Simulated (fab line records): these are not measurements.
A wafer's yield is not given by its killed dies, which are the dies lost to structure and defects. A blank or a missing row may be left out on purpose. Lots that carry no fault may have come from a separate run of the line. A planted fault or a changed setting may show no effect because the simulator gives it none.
Which of the tools did it? -- flow n5-finfet -- Sampling: 12 lots, 36 wafers, 6 of 1938 route steps

== WHAT EACH GAUGE READ, for each wafer ==
N5_BEOL_M13_INSPECT_55: inspects for defects (darkfield).
lot,measured,on,raw-defect-count
L075,day 11 10:06,defect-inspect-01,74 37 63
L076,day 12 02:31,defect-inspect-02,95 83 93
L079,day 12 12:47,defect-inspect-01,118 92 85
L081,day 12 19:00,defect-inspect-02,59 59 82
L082,day 13 02:04,defect-inspect-02,96 76 77
L085,day 13 22:35,defect-inspect-02,56 93 90
L087,day 14 04:53,defect-inspect-02,56 57 49
L090,day 14 21:29,defect-inspect-01,96 48 95
L093,day 15 07:50,defect-inspect-01,34 60 59
L094,day 16 00:35,defect-inspect-02,94 69 71
L095,day 16 03:31,defect-inspect-02,56 55 81
L097,day 17 09:47,defect-inspect-01,68 63 57

== TOOL THAT RAN EACH LOT (tool first, then ch and the chambers of the sampled wafers, then the start) ==
lot,N5_BEOL_M13_DESCUM_33,N5_BEOL_M13_ETCH_68,N5_BEOL_M13_ETCH_38,N5_BEOL_M13_SPUTTER_44,N5_BEOL_M13_ANNEAL_48
L075,"rie-diel-04 ch 2,3, day 11 05:30","rie-diel-04 ch 2,3, day 11 05:41","rie-diel-04 ch 0,2, day 11 08:25","pvd-sputter-03, day 11 08:53","rtp-anneal-02 ch 0, day 11 09:17"
L076,"rie-diel-02 ch 0,1,3, day 11 21:08","rie-diel-02 ch 0,1,3, day 11 21:19","rie-diel-04 ch 0,2, day 11 22:35","pvd-sputter-02, day 11 23:10","rtp-anneal-02 ch 0, day 12 01:44"
L079,"rie-diel-03 ch 0,1,2, day 12 02:50","rie-diel-03 ch 0,1,2, day 12 03:02","rie-diel-03 ch 2,3, day 12 10:59","pvd-sputter-02, day 12 11:37","rtp-anneal-02 ch 0, day 12 12:08"
L081,"rie-diel-03 ch 0,1,3, day 12 16:20","rie-diel-03 ch 0,1,3, day 12 16:31","rie-diel-04 ch 0,1,2, day 12 17:05","pvd-sputter-02, day 12 17:53","rtp-anneal-01 ch 0, day 12 18:18"
L082,"rie-diel-04 ch 2,3, day 12 20:54","rie-diel-04 ch 2,3, day 12 21:05","rie-diel-04 ch 0,3, day 12 21:42","pvd-sputter-01, day 13 00:58","rtp-anneal-01 ch 0, day 13 01:22"
L085,"rie-diel-04 ch 0,1, day 13 20:13","rie-diel-04 ch 0,1, day 13 20:23","rie-diel-04 ch 0,1, day 13 20:55","pvd-sputter-03, day 13 21:20","rtp-anneal-02 ch 0, day 13 21:48"
L087,"rie-diel-04 ch 0,1, day 14 02:35","rie-diel-04 ch 0,1, day 14 02:46","rie-diel-02 ch 0,1,2, day 14 03:23","pvd-sputter-02, day 14 03:45","rtp-anneal-01 ch 0, day 14 04:08"
L090,"rie-diel-02 ch 0,2,3, day 14 16:01","rie-diel-02 ch 0,2,3, day 14 16:11","rie-diel-02 ch 0,2,3, day 14 19:32","pvd-sputter-03, day 14 20:13","rtp-anneal-02 ch 0, day 14 20:44"
L093,"rie-diel-02 ch 1,2,3, day 15 05:01","rie-diel-02 ch 1,2,3, day 15 05:12","rie-diel-02 ch 1,2,3, day 15 05:44","pvd-sputter-03, day 15 06:43","rtp-anneal-01 ch 0, day 15 07:04"
L094,"rie-diel-04 ch 1,2,3, day 15 20:38","rie-diel-04 ch 1,2,3, day 15 20:49","rie-diel-02 ch 0,1,2, day 15 22:44","pvd-sputter-01, day 15 23:25","rtp-anneal-01 ch 0, day 15 23:51"
L095,"rie-diel-03 ch 2,3, day 15 21:47","rie-diel-03 ch 2,3, day 15 21:58","rie-diel-03 ch 1,3, day 16 01:51","pvd-sputter-01, day 16 02:24","rtp-anneal-02 ch 0, day 16 02:51"
L097,"rie-diel-04 ch 0,3, day 17 03:53","rie-diel-04 ch 0,3, day 17 04:04","rie-diel-02 ch 1,2,3, day 17 07:49","pvd-sputter-01, day 17 08:31","rtp-anneal-01 ch 0, day 17 08:56"
- N5_BEOL_M13_DESCUM_33: chemistry O2, time 7.9 s.
- N5_BEOL_M13_ETCH_68: etches SOC in N2/H2, time 355 s.
- N5_BEOL_M13_ETCH_38: etches SiCN in CF4/N2, target depth 67.5 nm, time 71.9 s.
- N5_BEOL_M13_SPUTTER_44: material Ta, target thk 10 nm, time 16.13 s.
- N5_BEOL_M13_ANNEAL_48: time 90 s.

== THE ANSWER, worked out from the rows above alone ==
Rule: what is usual is taken from the lots themselves. The widest of any qualifying gaps counts: lots, ordered by their means at a reading, are off when they make up no more than a third of the lots, leave a main group of 4 or more, and stand apart from it by 3 or more times the standard deviation of that group's means. The tables above print the reading to a certain number of digits; a main group whose means all agree to those digits is not used. Also off: a lot with no number at a reading for which 4 or more lots have one. The other lots that the step has rows for count as sound.
No lot is off on any of the readings shown, so nothing can be concluded from this.

== WHAT THE SIMULATOR PUT IN ==
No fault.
